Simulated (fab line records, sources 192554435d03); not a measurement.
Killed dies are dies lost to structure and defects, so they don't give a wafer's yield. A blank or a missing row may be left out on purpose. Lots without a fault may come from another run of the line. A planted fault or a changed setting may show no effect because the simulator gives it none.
Chamber matching | flow n5_finfet | N5_BEOL_M2_CO_CAP_55 on cvd_co-01: 3 sister chambers
The step material Co, precursor CCTBA/H2, target thk 2 nm, time 102.1 s. 6 wafers are shown with their chamber, then 12 later ones without.

WAFERS WITH THEIR CHAMBER
wafer  | chamber | heater_power_w (W) | chamber_pressure_Torr (Torr)
L088.1 | 2       | 246                | 29.99
L088.4 | 2       | 251                | 29.90
L088.5 | 0       | 236                | 29.97
L089.2 | 1       | 208                | 30.01
L089.4 | 0       | 241                | 29.99
L089.6 | 1       | 213                | 29.98

WAFERS WITHOUT THEIR CHAMBER
wafer  | heater_power_w (W) | chamber_pressure_Torr (Torr)
L090.2 | 242                | 29.92
L090.3 | 240                | 30.11
L090.5 | 213                | 30.02
L092.1 | 239                | 30.15
L092.2 | 244                | 30.08
L092.5 | 250                | 29.93
L094.1 | 244                | 29.92
L094.3 | 215                | 30.03
L094.5 | 249                | 29.91
L095.2 | 209                | 30.03
L095.3 | 242                | 30.13
L095.4 | 211                | 30.00

WHICH CHAMBER EACH WENT THROUGH
wafer  | from the rows above     | in truth
L090.2 | can't be placed: 0 or 2 | 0
L090.3 | can't be placed: 0 or 2 | 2
L090.5 | 1                       | 1
L092.1 | can't be placed: 0 or 2 | 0
L092.2 | can't be placed: 0 or 2 | 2
L092.5 | 2                       | 2
L094.1 | can't be placed: 2 or 0 | 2
L094.3 | 1                       | 1
L094.5 | 2                       | 2
L095.2 | 1                       | 1
L095.3 | can't be placed: 0 or 2 | 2
L095.4 | 1                       | 1
Placed correctly: 6 of 12. Can't be placed from these rows: 6 (the true chamber is among the candidates in 6). Placed wrongly: 0.
How it was worked out, from the rows above alone: a wafer's distance from a chamber is the root of the sum, over the readings, of the square of ((its reading less the chamber's mean) divided by the reading's scatter). The wafer belongs to the nearest chamber; if the next one is less than 2 further off, it can't be placed. A chamber's mean is the mean of its shown wafers. The scatter: the root of (the sum of the squares of (reading less its chamber's mean) over the shown wafers, divided by (wafers less chambers)).
